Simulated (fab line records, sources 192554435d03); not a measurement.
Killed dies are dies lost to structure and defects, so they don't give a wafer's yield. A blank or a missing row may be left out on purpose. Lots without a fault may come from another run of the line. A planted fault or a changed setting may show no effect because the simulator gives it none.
A struck lot beside a sound one | flow n5_finfet | 40 steps out of a route of 1938
Sound: wafers L472.1, L472.2, L472.3. Struck: wafers L465.1, L465.3, L465.5. The cause comes at the end.
At each step with rows: each side's tool, then ch and its chambers, then its first start. Under that, the readings that differ: sound wafers | struck wafers | difference of the means | sigmas: that difference in standard deviations of wafers without a fault.
alike: readings whose means differ by less than 2 such deviations, and words and numbers that are the same on both sides. not compared: withheld readings, readings that some wafer has no value for, bounds like >300 that may hide the same value, and numbers for which the record gives no deviation and whose values overlap.
The two part at a step that has a row with sigmas, a row that says differs or no value, or rows on one side only. Numbers that don't overlap but have no deviation are shown without sigmas and don't part them. A reading that every wafer of one side lacks parts them only if that side has two wafers or more.

first, 9 steps without rows for these wafers: N5_BEOL_M4_ANNEAL_95 (time 240 s); N5_BEOL_M4_SPUTTER_96 (material Cu, target thk 4.5 nm, time 8.29 s); N5_BEOL_M4_ECD_50 (material Cu, target thk 300 nm); N5_BEOL_M4_ANNEAL_51 (time 90 s); N5_BEOL_M4_CMP_52 (polishes, stops on SiOC, t overpolish 6.8 s, target thk 40 nm); N5_BEOL_M4_PRE_CLEAN_60 (time 15 s); N5_BEOL_M4_CO_CAP_55 (material Co, precursor CCTBA/H2, target thk 2 nm, time 102.1 s); N5_BEOL_M4_PRE_CLEAN_56 (time 15 s); N5_BEOL_M4_DEP_57 (deposits SiCN from 3MS/NH3, target thk 8 nm, time 14 s).
N5_BEOL_M4_RC_MEAS_101:
  sound on prober-01 ch 0, day 14 12:59; struck on prober-02 ch 0, day 12 20:53
  reading        | sound                | struck               | difference | sigmas
  DIBL_N (mV/V)  | 38.4 32.9 33.2       | 40.2 38.3 41.5       | +5.2       | +3
  IOFF_N (nA/um) | 0.22 0.13 0.13       | 0.27 0.18 0.30       | +0.09      | +2
  IOFF_P (nA/um) | 0.26 0.17 0.19       | 0.35 0.24 0.38       | +0.12      | +3
  VT_P (mV)      | -245.6 -249.2 -251.4 | -241.5 -245.6 -239.4 | +6.6       | +2
  alike: DIBL_P, ION_N, ION_P, SS_N, SS_P, VT_N
then, 24 steps without rows for these wafers: N5_BEOL_M5_ILD_DEP_00 (deposits SiCOH lowk from DEMS/porogen, target thk 140.64 nm, time 25.9 s); N5_BEOL_M5_CURE_79 (cures SiCOH lowk, time 240 s); N5_BEOL_M5_PECVD_70 (deposits SiO2 from TEOS/O2, target thk 16 nm, time 18 s); N5_BEOL_M5_HM_DEP_02 (deposits TiN, target thk 20 nm); N5_BEOL_M5_COAT_59 (time 60 s, resist thk 60 nm); N5_BEOL_M5_COAT_60 (time 60 s, resist thk 12 nm); N5_BEOL_M5_COAT_71 (time 60 s, resist thk 5 nm); N5_BEOL_M5_COAT_05 (resist thk 30 nm); N5_BEOL_M5_EBR_07; N5_BEOL_M5_SOFTBAKE_06 (time 60 s); N5_BEOL_M5_EXPOSE_08 (exposes mask M5, target cd 28 nm); N5_BEOL_M5_PEB_09 (peb time 60 s); N5_BEOL_M5_DEVELOP_10 (develop time 30 s); N5_BEOL_M5_DESCUM_16 (chemistry O2, time 7 s); N5_BEOL_M5_ETCH_72 (etches underlayer in N2/H2, target depth 6.5 nm, time 5.2 s); N5_BEOL_M5_ETCH_61 (etches SiARC in CF4, target depth 15.6 nm, time 26 s); N5_BEOL_M5_ETCH_62 (etches SOC in N2/H2, target depth 75 nm, overetch 15 nm, time 112.5 s); N5_BEOL_M5_STRIP_63 (strips in N2/H2); N5_BEOL_M5_STRIP_73 (strips in N2/H2); N5_BEOL_M5_STRIP_64 (strips in CF4); N5_BEOL_M5_HM_OPEN_17 (chemistry Cl2/BCl3, target TiN, target depth 20 nm, overetch 6 nm); N5_BEOL_M5_STRIP_19 (strips in O2); N5_BEOL_M5_COAT_65 (time 60 s, resist thk 60 nm); N5_BEOL_M5_COAT_66 (time 60 s, resist thk 12 nm).
-- the record jumps here: 3 days lie between the struck wafers' starts before and after (it left off in module BEOL_M5 and takes up again in module BEOL_M11, whose first step shown is number 1594 of the route) --
N5_BEOL_M11_ECD_50: material Cu, target thk 318 nm.
  sound on ecd_cu-02 ch 0,1, day 17 01:12; struck on ecd_cu-01 ch 0,1, day 15 23:42
  reading                                 | sound             | struck       | difference | sigmas
  model.Cu_of_BEOL_M11_ECD_50.thk_nm (nm) | 319.2 313.8 318.2 | 91 87.8 87.4 | -228       |
N5_BEOL_M11_CMP_52: polishes, stops on SiCOH lowk, t overpolish 7 s, target thk 140 nm.
  sound on cmp-03 ch 0,2,3, day 17 02:04; struck on cmp-03 ch 1,2,3, day 16 00:07
  reading                                 | sound             | struck       | difference | sigmas
  time_to_endpoint_s (s)                  | 63 64 73          | 25 15 18     | -47        | -12
  model.Cu_of_BEOL_M11_ECD_50.thk_nm (nm) | 133.2 134.8 140.4 | 91 87.8 87.4 | -47        |
  alike: clearing_platen_down_force_psi, clearing_platen_rpm, motor_current_A, platen_rpm
N5_BEOL_M11_THK_MEAS_53: measures by xrf.
  sound on film_metro-02, day 17 02:22; struck on film_metro-01, day 16 00:24
  reading      | sound       | struck   | difference | sigmas
  M11_THK (nm) | 133 136 141 | 90 87 86 | -49        | -9
N5_BEOL_M11_RS_MEAS_57: measures by four-point-probe.
  sound on film_metro-02, day 17 02:29; struck on film_metro-01, day 16 00:32
  reading         | sound             | struck            | difference | sigmas
  M11_RS (ohm/sq) | 0.159 0.157 0.150 | 0.245 0.256 0.258 | +0.098     | +16
N5_BEOL_M15_RC_MEAS_101:
  sound on prober-02 ch 0, day 18 06:38; struck on prober-02 ch 0, day 17 01:59
  reading                    | sound                   | struck                | difference | sigmas
  COMB_M7 (S/m)              | 2.8e-11 3.1e-11 3.3e-11 | 2e-11 1.8e-11 2.1e-11 | -1e-11     | -2
  SERP_M11 (ohm/um)          | 3.32 3.25 3.04          | 4.92 5.05 5.15        | +1.84      | +14
  SERP_M11_max_site (ohm/um) | 3.34 3.35 3.14          | 5.07 5.19 5.50        | +1.98      | +14
  alike: COMB_M10, COMB_M12, COMB_M13, COMB_M14, COMB_M15, COMB_M5, COMB_M5_max_site, COMB_M6, COMB_M8, COMB_M9, SERP_M10, SERP_M12, SERP_M13, SERP_M14, SERP_M5, SERP_M6, SERP_M7, SERP_M7_max_site, SERP_M8, SERP_M9
N5_PASSIVATION_PROBE_49:
  sound on prober-01, day 18 22:28; struck on prober-02, day 17 14:57
  reading         | sound   | struck | difference | sigmas
  killed_at_other | 17 8 10 | 2 5 4  | -8         | -3
  alike: defect_limited_yield, killed_at_M0_to_M3, killed_at_M4_up, killed_at_contacts, killed_at_front_end, killed_dies, killed_open, killed_short, sort_bin_5_function, sort_bin_6_memory, sort_bin_8_speed, sort_n_pass
  not compared: sort_bin_4_leakage

WHERE THEY PART
First at N5_BEOL_M4_RC_MEAS_101; last, within this record, at N5_PASSIVATION_PROBE_49.

WHY: what the simulator had put in
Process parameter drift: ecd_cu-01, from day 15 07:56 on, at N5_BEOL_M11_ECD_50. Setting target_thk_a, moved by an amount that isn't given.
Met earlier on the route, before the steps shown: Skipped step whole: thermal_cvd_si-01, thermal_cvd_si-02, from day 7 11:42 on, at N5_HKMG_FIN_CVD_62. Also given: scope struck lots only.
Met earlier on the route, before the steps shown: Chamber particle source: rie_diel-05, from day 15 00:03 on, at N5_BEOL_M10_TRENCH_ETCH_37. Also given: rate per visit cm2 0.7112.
